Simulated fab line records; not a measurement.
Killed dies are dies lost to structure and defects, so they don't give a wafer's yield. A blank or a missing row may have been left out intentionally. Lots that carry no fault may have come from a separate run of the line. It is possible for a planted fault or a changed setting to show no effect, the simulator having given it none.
Comparing a struck lot with a sound one / flow n5_finfet / 33 steps out of a route of 1938
Sound: wafers L785.2, L785.3, L785.5. The struck wafers were L791.1, L791.2, L791.6. The cause comes at the end.
Each step with rows lists, per side, the tool, then ch with its chambers, then its first start. Under that, the readings that differ: sound wafers / struck wafers / difference of the means / sigmas: that difference in standard deviations of wafers without a fault.
alike: readings with means less than 2 such deviations apart, plus words and numbers identical on both sides. not compared: withheld readings, readings lacking a value on some wafer, bounds such as >300 that could conceal the same value, and numbers that have no deviation in the record and whose values overlap.
A row with sigmas, a row that says differs or no value, or rows on one side alone: a step with any of these is where the two part. When numbers do not overlap yet have no deviation, they are printed without sigmas and do not part them. Lack of a reading on every wafer of one side parts them only where that side has two or more wafers.

N5_BEOL_M13_PRE_CLEAN_42: time 30 s.
  sound on pvd_sputter-02 at day 15 11:52; struck on pvd_sputter-02 at day 17 07:47
  alike: heater_power_w
N5_BEOL_M13_SPUTTER_43: material TaN, target thk 15 nm, time 24.19 s.
  sound on pvd_sputter-02 at day 15 11:55; struck on pvd_sputter-02 at day 17 07:50
  alike: throttle_valve_pct
N5_BEOL_M13_SPUTTER_44: material Ta, target thk 10 nm, time 16.13 s.
  sound on pvd_sputter-02 at day 15 11:59; struck on pvd_sputter-02 at day 17 07:55
  alike: throttle_valve_pct
N5_BEOL_M13_SPUTTER_45: material Cu, target thk 80 nm, time 13.33 s.
  sound on pvd_sputter-02 at day 15 12:04; struck on pvd_sputter-02 at day 17 07:59
  alike: chuck_sensor_temp_C, throttle_valve_pct
then, 3 steps without rows for these wafers: N5_BEOL_M13_ECD_47 (material Cu, target thk 936 nm); N5_BEOL_M13_ANNEAL_48 (time 90 s); N5_BEOL_M13_CMP_49 (polishes, stops on SiOC, t overpolish 17.1 s, target thk 420 nm).
N5_BEOL_M13_THK_MEAS_50: measures by xrf.
  sound on film_metro-02 at day 15 12:57; struck on film_metro-01 at day 17 09:15
reading=M13_THK (nm); sound=407 403 401; struck=420 418 424; difference=+17; sigmas=+2
then, 2 steps without rows for these wafers: N5_BEOL_M13_PRE_CLEAN_52 (time 15 s); N5_BEOL_M13_DEP_53 (deposits SiCN from 3MS/NH3, target thk 50 nm, time 17.8 s).
N5_BEOL_M13_RS_MEAS_54: measures by four-point-probe.
  sound on film_metro-02 at day 15 13:05; struck on film_metro-01 at day 17 09:23
  alike: M13_RS
N5_BEOL_M13_INSPECT_55: inspects for defects (darkfield).
  sound on defect_inspect-02 at day 15 13:06; struck on defect_inspect-02 at day 17 09:25
reading=raw_defect_count; sound=42 42 44; struck=101 90 97; difference=+53; sigmas=+3
N5_BEOL_M14_ILD_DEP_00: deposits SiO2 from TEOS/O2, target thk 1119.3 nm, time 237.4 s.
  sound on pecvd-01 ch 0,1,2, day 15 13:08; struck on pecvd-01 ch 0,2, day 17 09:26
  no value came back on the struck wafers for any of 5 readings (chamber_pressure_Torr (Torr), heater_power_outer_w (W) and others); on the sound wafers chamber_pressure_Torr (Torr) reads 6.486 6.492 6.526
then, 8 steps without rows for these wafers: N5_BEOL_M14_COAT_58 (time 60 s, resist thk 89 nm); N5_BEOL_M14_COAT_04 (resist thk 800 nm); N5_BEOL_M14_EBR_06; N5_BEOL_M14_SOFTBAKE_05 (time 60 s); N5_BEOL_M14_EXPOSE_07 (exposes mask V13); N5_BEOL_M14_PEB_08 (peb time 90 s); N5_BEOL_M14_DEVELOP_09 (develop time 45 s); N5_BEOL_M14_HARDBAKE_14 (time 120 s).
N5_BEOL_M14_CD_MEAS_10: the cd target is 250 nm.
  sound on cd_sem-03 ch 0, day 15 13:38; struck on cd_sem-02 ch 0, day 17 10:04
  alike: cd_nm
N5_BEOL_M14_OVL_MEAS_11:
  sound on overlay-01 ch 0, day 15 13:40; struck on overlay-01 ch 0, day 17 10:06
  alike: V13_OVL
N5_BEOL_M14_INSPECT_12: inspects for defects (macro).
  sound on defect_inspect-02 at day 15 13:41; struck on defect_inspect-01 at day 17 10:07
  alike: raw_defect_count
then, 2 steps without rows for these wafers: N5_BEOL_M14_DESCUM_15 (chemistry O2, time 7.9 s); N5_BEOL_M14_ETCH_59 (etches BARC in N2/H2, target depth 89 nm, overetch 26.7 nm, time 67.9 s).
N5_BEOL_M14_VIA_ETCH_16: etches SiO2 in C4F8/O2/Ar, target depth 1231.3 nm.
  sound on rie_diel-01 ch 1,3, day 15 13:49; struck on rie_diel-03 ch 0,1, day 17 10:14
reading=oes_product_au (a.u.); sound=0.75 0.74 0.74; struck=0.31 0.33 0.33; difference=-0.42; sigmas=-6
reading=throttle_valve_pct (%); sound=30.6 30.8 30.6; struck=29.8 30.0 30.0; difference=-0.7; sigmas=-2
reading=model.etch.depth_nm (nm); sound=1117 1143 1153; struck=0 0 0; difference=-1138; sigmas=
reading=model.coat_of_BEOL_M14_COAT_04.thk_nm (nm); sound=451.8 451.6 442.8; struck=709.4 711.6 710.2; difference=+261.7; sigmas=
  alike: drypump_motor_current_A, rf_vpp_V, showerhead_plenum_p_Torr
then, 1 step without rows for these wafers: N5_BEOL_M14_STRIP_63 (strips in O2).
N5_BEOL_M14_STRIP_64: strips in O2.
  sound: rie_diel-01 ch 1,3; struck: rie_diel-03 ch 0,1
  alike: drypump_motor_current_A, oes_product_au, rf_vpp_V, showerhead_plenum_p_Torr, throttle_valve_pct
  not compared: rf_hours_counter_h
then, 2 steps without rows for these wafers: N5_BEOL_M14_STRIP_71 (strips in post etch residue remover, time 60 s); N5_BEOL_M14_SRD_72 (time 30 s, dry time 30 s).
N5_BEOL_M14_CD_MEAS_17: the cd target is 250 nm.
  sound on cd_sem-02 at day 15 14:10; struck on cd_sem-01 at day 17 10:35
reading=cd_nm (nm); sound=245.5 249.8 248.4; struck=- - -; difference=no value on the struck wafers; sigmas=
then, 1 step without rows for these wafers: N5_BEOL_M14_COAT_65 (time 60 s, resist thk 450 nm).

WHERE THEY PART
Earliest at N5_BEOL_M13_THK_MEAS_50; latest, in this record, at N5_BEOL_M14_CD_MEAS_17.

WHY: the cause the simulator had injected
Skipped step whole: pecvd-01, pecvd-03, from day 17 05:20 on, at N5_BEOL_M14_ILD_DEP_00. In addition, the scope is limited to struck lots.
